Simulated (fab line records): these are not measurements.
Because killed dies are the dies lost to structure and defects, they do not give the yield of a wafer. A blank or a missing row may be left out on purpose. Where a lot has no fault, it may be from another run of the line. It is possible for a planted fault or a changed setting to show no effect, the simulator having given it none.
Which tool was responsible? ; flow n5 finfet ; 27 wafers from 9 lots sampled at 6 of the route's 1938 steps

WHAT THE GAUGES SHOWED, per wafer
N5_FIN_CUT_INSPECT_17: inspects for defects (brightfield).
lot;measured;on;raw defect count
L697;day 2 10:40;defect inspect-02;230 397 282
L699;day 2 23:46;defect inspect-01;483 530 517
L703;day 3 22:34;defect inspect-02;579 488 460
L712;day 6 04:31;defect inspect-02;263 306 161
L714;day 6 16:15;defect inspect-01;283 257 144
L715;day 7 00:22;defect inspect-01;311 288 283
L716;day 7 06:05;defect inspect-02;189 240 294
L718;day 7 16:46;defect inspect-02;292 245 185
L719;day 8 01:59;defect inspect-01;291 264 302

N5_BEOL_M4_RC_MEAS_101.
lot;measured;on;DIBL_N (mV/V);DIBL_P (mV/V);IOFF_N (nA/um);IOFF_P (nA/um);ION_N (uA/um);ION_P (uA/um);SS_N (mV/dec);SS_P (mV/dec);VT_N (mV);VT_P (mV)
L697;day 8 00:55;prober-01;37.2 34.5 34.7;36.6 33.5 33.6;0.19 0.13 0.14;0.27 0.20 0.22;692 663 663;476 461 469;72.1 71.3 71.2;73.0 72.5 73.0;249 252 249;-242 -246 -246
L699;day 8 19:19;prober-02;37.0 37.2 36.3;36.5 36.3 36.4;0.17 0.19 0.18;0.25 0.25 0.25;665 675 685;462 467 473;71.7 72.0 71.3;73.2 73.1 73.8;249 245 244;-244 -246 -247
L703;day 9 21:30;prober-01;36.4 38.4 38.2;35.2 37.3 37.7;0.15 0.18 0.18;0.18 0.22 0.23;681 685 691;461 458 469;71.3 72.1 72.2;72.5 72.7 73.2;251 248 249;-253 -252 -252
L712;day 11 17:05;prober-02;36.5 37.1 41.1;36.5 36.3 40.7;0.17 0.16 0.27;0.24 0.23 0.32;683 679 688;469 467 470;71.2 70.8 72.2;73.5 72.1 74.2;249 248 241;-243 -248 -242
L714;day 13 09:46;prober-02;39.9 38.7 39.5;39.9 39.0 38.5;0.24 0.21 0.21;0.27 0.25 0.24;683 677 681;455 454 461;72.4 71.9 71.9;74.1 74.2 73.4;244 246 247;-247 -249 -253
L715;day 13 08:39;prober-01;39.6 37.1 37.6;42.4 39.0 39.3;0.21 0.16 0.15;0.29 0.22 0.22;678 670 666;466 467 452;72.8 71.3 72.0;73.9 73.5 73.6;247 250 251;-248 -248 -249
L716;day 13 12:13;prober-01;36.6 36.6 37.1;36.0 35.7 36.4;0.14 0.15 0.16;0.21 0.21 0.21;662 669 672;460 464 461;72.5 71.4 71.9;72.9 73.2 73.1;251 253 251;-250 -249 -250
L718;day 14 10:43;prober-02;35.5 36.0 35.8;34.4 35.2 34.2;0.15 0.16 0.14;0.20 0.22 0.20;675 678 664;467 466 461;72.0 71.8 71.2;73.6 73.5 73.1;250 246 251;-250 -249 -252
L719;day 13 12:05;prober-02;37.0 35.9 39.1;35.8 34.6 38.2;0.15 0.13 0.19;0.21 0.19 0.25;680 658 690;467 460 470;71.1 70.7 72.1;73.7 72.8 73.5;250 251 246;-247 -250 -248

EACH LOT AND THE TOOL THAT RAN IT (in order: tool; ch and the chambers of the sampled wafers; start)
lot;N5_FIN_CUT_ETCH_21;N5_FIN_CUT_STRIP_22;N5_STI_FIN_REVEAL_ALD_00;N5_STI_FIN_REVEAL_CMP_04
L697;rie diel-02 ch 0,3, day 2 09:51;rie diel-04 ch 0,1,2, day 2 10:31;ald sin-04 ch 1,3, day 2 10:43;cmp-01 ch 2,3, day 2 16:24
L699;rie diel-02 ch 1,2, day 2 22:56;rie diel-04 ch 1,2,3, day 2 23:36;ald sin-04 ch 1,2,3, day 2 23:48;cmp-03 ch 0,1,2, day 3 04:53
L703;rie diel-02 ch 0,1,2, day 3 21:43;rie diel-04 ch 0,1,2, day 3 22:24;ald sin-04 ch 0,2,3, day 3 22:53;cmp-02 ch 0,2,3, day 4 04:01
L712;rie diel-02 ch 2,3, day 6 03:40;rie diel-02 ch 1,3, day 6 04:21;ald sin-04 ch 0,2,3, day 6 05:20;cmp-01 ch 0,2,3, day 6 10:26
L714;rie diel-02 ch 1,2,3, day 6 15:35;rie diel-06 ch 1,2, day 6 16:05;ald sin-04 ch 0,1,2, day 6 16:41;cmp-01 ch 1,2,3, day 6 21:50
L715;rie diel-06 ch 0,2,3, day 6 23:14;rie diel-06 ch 1,2,3, day 7 00:12;ald sin-01 ch 0,1,3, day 7 00:36;cmp-02 ch 1,2, day 7 06:30
L716;rie diel-04 ch 1,2,3, day 7 05:11;rie diel-04 ch 0,1,2, day 7 05:51;ald sin-04 ch 0,1, day 7 06:38;cmp-02 ch 0,1,2, day 7 11:43
L718;rie diel-04 ch 0,3, day 7 15:52;rie diel-04 ch 0,2, day 7 16:32;ald sin-02 ch 2,3, day 7 16:48;cmp-02 ch 0,1,3, day 7 22:29
L719;rie diel-04 ch 1,2,3, day 8 01:05;rie diel-02 ch 0,2,3, day 8 01:46;ald sin-01 ch 0,1,3, day 8 02:02;cmp-02 ch 1,3, day 8 07:45
- N5_FIN_CUT_ETCH_21: etches SOC in N2/H2, target depth 219 nm, overetch 43.8 nm, time 523.5 s.
- N5_FIN_CUT_STRIP_22: strips in N2/H2.
- N5_STI_FIN_REVEAL_ALD_00: deposits SiO2, target thk 1 nm, pulse time 1 s.
- N5_STI_FIN_REVEAL_CMP_04: polishes, stops on Si3N4, t overpolish 4 s, target thk 131.83 nm.

AS READ BY THE TOOLS THEMSELVES (means over the sampled wafers that have a number; for cases with no such wafer, the mark the record gives instead)
N5_FIN_CUT_ETCH_21.
lot;tool;drypump motor current A (A);h2 flow sccm (sccm);oes product au (a.u.);rf vpp V (V);showerhead plenum p Torr (Torr);throttle valve pct (%)
L697;rie diel-02;5.4;200.7;0.70;241.8;2.62;18.09
L699;rie diel-02;5.9;199.3;0.84;240.7;2.59;17.99
L703;rie diel-02;5.7;200.5;0.74;242.0;2.60;18.11
L712;rie diel-02;5.4;201.0;0.70;241.2;2.57;17.75
L714;rie diel-02;5.6;199.9;0.76;240.7;2.58;17.85
L715;rie diel-06;5.5;199.4;0.71;241.3;2.52;17.85
L716;rie diel-04;5.8;200.1;0.72;241.3;2.59;17.74
L718;rie diel-04;5.8;200.2;0.67;240.5;2.56;17.72
L719;rie diel-04;5.8;199.7;0.71;241.7;2.59;17.76

N5_FIN_CUT_STRIP_22.
lot;tool;drypump motor current A (A);h2 flow sccm (sccm);oes product au (a.u.);rf vpp V (V);showerhead plenum p Torr (Torr);throttle valve pct (%)
L697;rie diel-04;6.0;299.6;0.80;55.0;3.37;18.7
L699;rie diel-04;5.8;300.1;0.81;53.5;3.43;18.9
L703;rie diel-04;6.0;300.4;0.78;55.1;3.37;18.7
L712;rie diel-02;5.8;299.6;0.89;53.7;3.44;19.0
L714;rie diel-06;5.8;299.8;0.85;52.2;3.32;18.8
L715;rie diel-06;5.6;300.1;0.80;55.5;3.30;19.1
L716;rie diel-04;6.0;299.9;0.76;55.2;3.36;18.8
L718;rie diel-04;6.0;300.8;0.72;56.0;3.37;18.6
L719;rie diel-02;5.4;300.0;0.82;56.5;3.41;19.1

N5_STI_FIN_REVEAL_ALD_00.
lot;tool;heater power w (W);precursor pulse height rel
L697;ald sin-04;467;0.998
L699;ald sin-04;474;1.008
L703;ald sin-04;447;0.992
L712;ald sin-04;441;1.007
L714;ald sin-04;434;1.008
L715;ald sin-01;461;1.002
L716;ald sin-04;433;1.007
L718;ald sin-02;458;1.007
L719;ald sin-01;455;0.968

N5_STI_FIN_REVEAL_CMP_04.
lot;tool;edge zone pressure frac;motor current A (A);overpolish run s (s);time to endpoint s (s)
L697;cmp-01;0.999;8.8;3.980;106
L699;cmp-03;0.999;9.4;4.003;113
L703;cmp-02;0.999;7.8;3.992;98
L712;cmp-01;0.997;8.5;4.001;114
L714;cmp-01;1.000;8.8;4.001;114
L715;cmp-02;0.997;7.9;4.001;102
L716;cmp-02;1.001;8.0;4.001;102
L718;cmp-02;1.001;7.9;3.994;102
L719;cmp-02;1.000;7.7;4.003;101

THE ANSWER, worked out from the rows above alone
Rule: the lots themselves supply what counts as usual. Put in order of their means at a reading, lots are off if they are a third of the lots or fewer, leave a main group of 4 or more, and stand apart from it by a gap of 3 or more times the standard deviation of the main group's means; of several such gaps the widest counts. If all means in a main group match to the digits the tables above print for the reading, that group is not used. Also off: a lot with no number at a reading for which 4 or more lots have one. Any other lot the step has rows for is counted as sound. First the gauges in route order, then the tools' own readings, where a lot's mean is used as printed above. The first step at which some lot is off is used, and at that step the reading that is off furthest; a lot without a number counts as furthest.
Off at N5_FIN_CUT_INSPECT_17 (raw defect count): L699, L703. Main group: mean 262, sd 28.
If a tool, at a process step before that reading, ran all the lots that are off and no sound lot after the first of them, it fits. Those tools and the gauges at N5_FIN_CUT_INSPECT_17 are tried in the same way. None of those tried fits.

WHAT THE SIMULATOR HAD INSERTED
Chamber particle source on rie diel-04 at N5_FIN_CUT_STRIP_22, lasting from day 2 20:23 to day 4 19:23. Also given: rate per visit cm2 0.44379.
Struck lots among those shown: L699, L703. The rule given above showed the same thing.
